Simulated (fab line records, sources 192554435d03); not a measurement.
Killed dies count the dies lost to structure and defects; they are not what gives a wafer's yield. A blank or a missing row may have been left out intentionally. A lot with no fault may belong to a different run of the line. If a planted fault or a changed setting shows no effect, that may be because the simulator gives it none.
What tool caused it? -- flow n5_finfet -- 12 lots, 36 wafers sampled, at 5 steps of a route of 1938

== WHAT EACH GAUGE READ, for each wafer ==
N5_BEOL_M13_INSPECT_12: inspects for defects (macro).
lot,measured,on,raw_defect_count
L125,day 10 08:29,defect_inspect-02,3 2 3
L126,day 10 19:14,defect_inspect-01,2 4 3
L129,day 11 08:41,defect_inspect-01,1 2 2
L128,day 11 09:44,defect_inspect-01,0 0 1
L127,day 11 10:35,defect_inspect-02,2 3 2
L130,day 11 14:47,defect_inspect-01,1 1 2
L131,day 11 22:43,defect_inspect-02,2 0 1
L133,day 12 14:37,defect_inspect-01,2 1 2
L135,day 12 19:43,defect_inspect-02,3 2 2
L142,day 15 11:31,defect_inspect-01,0 1 5
L146,day 15 21:15,defect_inspect-01,0 4 0
L148,day 16 13:19,defect_inspect-02,0 2 5

N5_BEOL_M13_INSPECT_30: inspects for defects (macro).
lot,measured,on,raw_defect_count
L125,day 10 09:28,defect_inspect-01,0 1 2
L126,day 10 20:19,defect_inspect-01,3 3 2
L129,day 11 09:38,defect_inspect-01,0 0 2
L128,day 11 10:41,defect_inspect-01,4 3 2
L127,day 11 11:32,defect_inspect-02,1 1 1
L130,day 11 15:44,defect_inspect-01,1 2 3
L131,day 11 23:40,defect_inspect-02,3 1 0
L133,day 12 15:34,defect_inspect-01,290 271 286
L135,day 12 20:47,defect_inspect-02,286 >300 >300
L142,day 15 12:28,defect_inspect-01,0 1 0
L146,day 15 22:12,defect_inspect-02,0 3 1
L148,day 16 14:16,defect_inspect-01,2 3 1

N5_BEOL_M13_OCD_MEAS_35.
lot,measured,on,trench_depth_nm (nm)
L125,day 10 10:05,ocd-02,419 414 413
L126,day 10 20:55,ocd-01,416 410 408
L129,day 11 10:15,ocd-02,421 422 411
L128,day 11 11:17,ocd-01,412 412 413
L127,day 11 12:08,ocd-02,421 408 416
L130,day 11 16:20,ocd-02,423 410 422
L131,day 12 00:16,ocd-01,416 411 409
L133,day 12 16:10,ocd-02,418 409 411
L135,day 12 21:24,ocd-02,416 410 417
L142,day 15 13:05,ocd-02,418 410 415
L146,day 15 22:57,ocd-01,414 409 424
L148,day 16 14:53,ocd-02,421 410 416

== TOOL THAT RAN EACH LOT (tool first, then ch and the chambers of the sampled wafers, then the start) ==
lot,N5_BEOL_M13_STRIP_63,N5_BEOL_M13_ETCH_68
L125,"plasma_asher-02 ch 0,1, day 10 08:51","rie_diel-04 ch 1,3, day 10 09:41"
L126,"plasma_asher-02 ch 0,1, day 10 19:35","rie_diel-04 ch 0,1,2, day 10 20:32"
L129,"plasma_asher-02 ch 0,1, day 11 09:03","rie_diel-05 ch 0,1,2, day 11 09:51"
L128,"plasma_asher-01 ch 0,1, day 11 10:05","rie_diel-03 ch 0,1,2, day 11 10:54"
L127,"plasma_asher-02 ch 0,1, day 11 10:56","rie_diel-04 ch 1,2,3, day 11 11:45"
L130,"plasma_asher-02 ch 0,1, day 11 15:08","rie_diel-04 ch 1,3, day 11 15:56"
L131,"plasma_asher-01 ch 1, day 11 23:04","rie_diel-03 ch 0,2, day 11 23:52"
L133,"plasma_asher-01 ch 0,1, day 12 14:58","rie_diel-03 ch 1,3, day 12 15:46"
L135,"plasma_asher-01 ch 0,1, day 12 20:05","rie_diel-04 ch 0,2,3, day 12 21:00"
L142,"plasma_asher-02 ch 0,1, day 15 11:53","rie_diel-05 ch 1,3, day 15 12:41"
L146,"plasma_asher-02 ch 0,1, day 15 21:37","rie_diel-04 ch 1,2,3, day 15 22:33"
L148,"plasma_asher-02 ch 0,1, day 16 13:41","rie_diel-05 ch 1,3, day 16 14:29"
- N5_BEOL_M13_STRIP_63: strips in N2/H2.
- N5_BEOL_M13_ETCH_68: etches SOC in N2/H2, time 355 s.

== AS READ BY THE TOOLS THEMSELVES (means over the sampled wafers that have a number; for cases with no such wafer, the mark the record gives instead) ==
N5_BEOL_M13_STRIP_63.
lot,tool,drypump_motor_current_A (A),heater_power_w (W),oes_product_au (a.u.),strip_time_to_endpoint_s (s)
L125,plasma_asher-02,5.9,364,0.672,26.9
L126,plasma_asher-02,5.9,362,0.678,27.6
L129,plasma_asher-02,5.9,345,0.672,27.3
L128,plasma_asher-01,5.9,359,0.672,28.8
L127,plasma_asher-02,5.8,363,0.671,28.1
L130,plasma_asher-02,5.9,359,0.670,27.7
L131,plasma_asher-01,6.4,356,0.679,28.7
L133,plasma_asher-01,5.9,356,0.678,27.6
L135,plasma_asher-01,5.5,362,0.669,27.7
L142,plasma_asher-02,5.9,340,0.670,27.4
L146,plasma_asher-02,5.8,363,0.673,28.4
L148,plasma_asher-02,5.9,339,0.674,27.4

N5_BEOL_M13_ETCH_68.
lot,tool,drypump_motor_current_A (A),oes_product_au (a.u.),rf_vpp_V (V),showerhead_plenum_p_Torr (Torr),throttle_valve_pct (%)
L125,rie_diel-04,6.14,0.77,522,2.52,17.95
L126,rie_diel-04,5.73,0.81,522,2.53,17.63
L129,rie_diel-05,5.78,0.83,525,2.56,17.90
L128,rie_diel-03,5.85,0.73,523,2.52,18.04
L127,rie_diel-04,5.95,0.82,525,2.57,17.71
L130,rie_diel-04,6.09,0.80,523,2.49,17.80
L131,rie_diel-03,5.91,0.73,525,2.59,17.95
L133,rie_diel-03,5.66,0.79,523,2.52,17.90
L135,rie_diel-04,5.79,0.76,523,2.54,17.82
L142,rie_diel-05,5.78,0.84,522,2.46,17.67
L146,rie_diel-04,5.96,0.77,524,2.56,17.77
L148,rie_diel-05,5.80,0.83,521,2.46,17.67

== THE ANSWER, worked out from the rows above alone ==
Rule: the lots themselves supply what counts as usual. Put in order of their means at a reading, lots are off if they are a third of the lots or fewer, leave a main group of 4 or more, and stand apart from it by a gap of 3 or more times the standard deviation of the main group's means; of several such gaps the widest counts. Not used: any main group whose means are identical at the precision the tables above print for the reading. A lot without any number at a reading at which 4 lots or more have one is off too. The other lots that the step has rows for count as sound. The gauges are gone through in route order, then the tools' own readings, and for those a lot's mean is taken as printed above. At the first step where some lot is off, the reading lying furthest off is the one used; lots without a number count as furthest.
Off: L133, L135 (N5_BEOL_M13_INSPECT_30, raw_defect_count). Main group: mean 1.5, sd 0.82.
If a tool, at a process step before that reading, ran all the lots that are off and no sound lot after the first of them, it fits. The gauges at N5_BEOL_M13_INSPECT_30 are tried like those tools. One candidate fits, namely plasma_asher-01 at N5_BEOL_M13_STRIP_63. A fault onset in the window from L131 (day 11 23:04, its last sound lot) to L133 (day 12 14:58, its first lot off) fits.

== WHAT HAD BEEN PUT IN BY THE SIMULATOR ==
Chamber particle source: plasma_asher-01, from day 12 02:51 on, at N5_BEOL_M13_STRIP_63. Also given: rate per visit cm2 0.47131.
Lots struck among those shown: L133, L135. The rule above reached the same finding.
